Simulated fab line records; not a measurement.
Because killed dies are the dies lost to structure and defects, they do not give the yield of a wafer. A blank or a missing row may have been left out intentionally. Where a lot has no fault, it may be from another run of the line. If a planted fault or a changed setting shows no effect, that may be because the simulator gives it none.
Which tool was responsible? || flow n5Finfet || 31 wafers from 11 lots sampled at 5 of the route's 1938 steps

WHAT THE GAUGES READ, wafer by wafer
N5_SD_EPI_N_EPI_MEAS_23.
{"lot": "L139", "measured": "day 3 05:48", "on": "filmMetro-02", "thkNm (nm)": "58.6 56.7 59.4"}
{"lot": "L140", "measured": "day 3 10:43", "on": "filmMetro-02", "thkNm (nm)": "59.0 57.8 58.9"}
{"lot": "L142", "measured": "day 3 22:33", "on": "filmMetro-02", "thkNm (nm)": "61.0 59.2 57.3"}
{"lot": "L145", "measured": "day 4 21:59", "on": "filmMetro-01", "thkNm (nm)": "59.4 59.3 58.2"}
{"lot": "L146", "measured": "day 4 22:20", "on": "filmMetro-01", "thkNm (nm)": "58.9 59.9 58.2"}
{"lot": "L147", "measured": "day 5 06:13", "on": "filmMetro-02", "thkNm (nm)": "58.2 60.8 60.3"}
{"lot": "L149", "measured": "day 5 18:38", "on": "filmMetro-02", "thkNm (nm)": "59.5 59.5 59.8"}
{"lot": "L151", "measured": "day 6 05:11", "on": "filmMetro-01", "thkNm (nm)": "60.8 58.8 60.8"}
{"lot": "L150", "measured": "day 6 07:55", "on": "filmMetro-01", "thkNm (nm)": "57.8 57.5 59.8"}
{"lot": "L154", "measured": "day 7 00:36", "on": "filmMetro-01", "thkNm (nm)": "60.4 54.0"}
{"lot": "L156", "measured": "day 7 13:38", "on": "filmMetro-01", "thkNm (nm)": "51.7 58.9"}

EACH LOT AND THE TOOL THAT RAN IT (in order: tool; ch and the chambers of the sampled wafers; start)
{"lot": "L139", "N5_DUMMY_GATE_ETCH_44": "rieSi-01 ch 0,2,3, day 2 23:27", "N5_SPACER0_ALD_00": "aldSin-04 ch 0,2,3, day 3 01:38", "N5_SD_EPI_N_ETCH_35": "rieDiel-03 ch 0,2,3, day 3 02:30", "N5_SD_EPI_N_EPI_21": "epiRpcvd-02 ch 0, day 3 04:05"}
{"lot": "L140", "N5_DUMMY_GATE_ETCH_44": "rieSi-02 ch 0,1,2, day 3 04:26", "N5_SPACER0_ALD_00": "aldSin-04 ch 1,2,3, day 3 05:40", "N5_SD_EPI_N_ETCH_35": "rieDiel-04 ch 2,3, day 3 06:40", "N5_SD_EPI_N_EPI_21": "epiRpcvd-04 ch 0, day 3 08:26"}
{"lot": "L142", "N5_DUMMY_GATE_ETCH_44": "rieSi-02 ch 0,3, day 3 17:35", "N5_SPACER0_ALD_00": "aldSin-03 ch 0,1,2, day 3 18:16", "N5_SD_EPI_N_ETCH_35": "rieDiel-04 ch 2,3, day 3 19:15", "N5_SD_EPI_N_EPI_21": "epiRpcvd-03 ch 0, day 3 20:50"}
{"lot": "L145", "N5_DUMMY_GATE_ETCH_44": "rieSi-01 ch 0,1,2, day 4 15:13", "N5_SPACER0_ALD_00": "aldSin-02 ch 0,3, day 4 17:34", "N5_SD_EPI_N_ETCH_35": "rieDiel-03 ch 0,3, day 4 18:30", "N5_SD_EPI_N_EPI_21": "epiRpcvd-02 ch 0, day 4 20:33"}
{"lot": "L146", "N5_DUMMY_GATE_ETCH_44": "rieSi-01 ch 0,2, day 4 17:12", "N5_SPACER0_ALD_00": "aldSin-02 ch 1,2,3, day 4 18:06", "N5_SD_EPI_N_ETCH_35": "rieDiel-01 ch 0,1, day 4 19:02", "N5_SD_EPI_N_EPI_21": "epiRpcvd-04 ch 0, day 4 20:37"}
{"lot": "L147", "N5_DUMMY_GATE_ETCH_44": "rieSi-02 ch 0,3, day 5 00:50", "N5_SPACER0_ALD_00": "aldSin-04 ch 0,1,2, day 5 01:56", "N5_SD_EPI_N_ETCH_35": "rieDiel-04 ch 0,2,3, day 5 02:55", "N5_SD_EPI_N_EPI_21": "epiRpcvd-02 ch 0, day 5 04:31"}
{"lot": "L149", "N5_DUMMY_GATE_ETCH_44": "rieSi-06 ch 1,2, day 5 13:23", "N5_SPACER0_ALD_00": "aldSin-04 ch 0,1,3, day 5 14:20", "N5_SD_EPI_N_ETCH_35": "rieDiel-04 ch 0,2,3, day 5 15:20", "N5_SD_EPI_N_EPI_21": "epiRpcvd-03 ch 0, day 5 17:12"}
{"lot": "L151", "N5_DUMMY_GATE_ETCH_44": "rieSi-02 ch 0,1,3, day 6 00:07", "N5_SPACER0_ALD_00": "aldSin-02 ch 0,1, day 6 00:43", "N5_SD_EPI_N_ETCH_35": "rieDiel-03 ch 0,1,3, day 6 01:50", "N5_SD_EPI_N_EPI_21": "epiRpcvd-04 ch 0, day 6 03:28"}
{"lot": "L150", "N5_DUMMY_GATE_ETCH_44": "rieSi-02 ch 0,2,3, day 6 02:58", "N5_SPACER0_ALD_00": "aldSin-04 ch 1,2,3, day 6 03:36", "N5_SD_EPI_N_ETCH_35": "rieDiel-03 ch 1,3, day 6 04:36", "N5_SD_EPI_N_EPI_21": "epiRpcvd-03 ch 0, day 6 06:46"}
{"lot": "L154", "N5_DUMMY_GATE_ETCH_44": "rieSi-02 ch 1, day 6 19:50", "N5_SPACER0_ALD_00": "aldSin-04 ch 1,3, day 6 20:25", "N5_SD_EPI_N_ETCH_35": "rieDiel-01 ch 2,3, day 6 21:17", "N5_SD_EPI_N_EPI_21": "epiRpcvd-03 ch 0, day 6 23:43"}
{"lot": "L156", "N5_DUMMY_GATE_ETCH_44": "rieSi-01 ch 2,3, day 7 08:26", "N5_SPACER0_ALD_00": "aldSin-04 ch 0,1, day 7 09:01", "N5_SD_EPI_N_ETCH_35": "rieDiel-03 ch 1, day 7 10:20", "N5_SD_EPI_N_EPI_21": "epiRpcvd-03 ch 0, day 7 11:56"}
- N5_DUMMY_GATE_ETCH_44: etches poly-Si in HBr/O2, stops on SiO2, target depth 127.5 nm.
- N5_SPACER0_ALD_00: deposits SiOCN, target thk 3.5 nm, pulse time 3 s, purge time 2 s.
- N5_SD_EPI_N_ETCH_35: etches SOC in N2/H2, overetch 108 nm, time 486 s.
- N5_SD_EPI_N_EPI_21: deposits Si:P, time 690 s.

THE ANSWER, worked out from the rows above alone
Rule: what is usual is taken from the lots themselves. The widest of any qualifying gaps counts: lots, ordered by their means at a reading, are off when they make up no more than a third of the lots, leave a main group of 4 or more, and stand apart from it by 3 or more times the standard deviation of that group's means. The tables above print the reading to a certain number of digits; a main group whose means all agree to those digits is not used. Also off: a lot with no number at a reading for which 4 or more lots have one. The other lots that the step has rows for count as sound.
No lot is off at any reading shown: from this, nothing can be told.

WHAT THE SIMULATOR HAD PUT IN
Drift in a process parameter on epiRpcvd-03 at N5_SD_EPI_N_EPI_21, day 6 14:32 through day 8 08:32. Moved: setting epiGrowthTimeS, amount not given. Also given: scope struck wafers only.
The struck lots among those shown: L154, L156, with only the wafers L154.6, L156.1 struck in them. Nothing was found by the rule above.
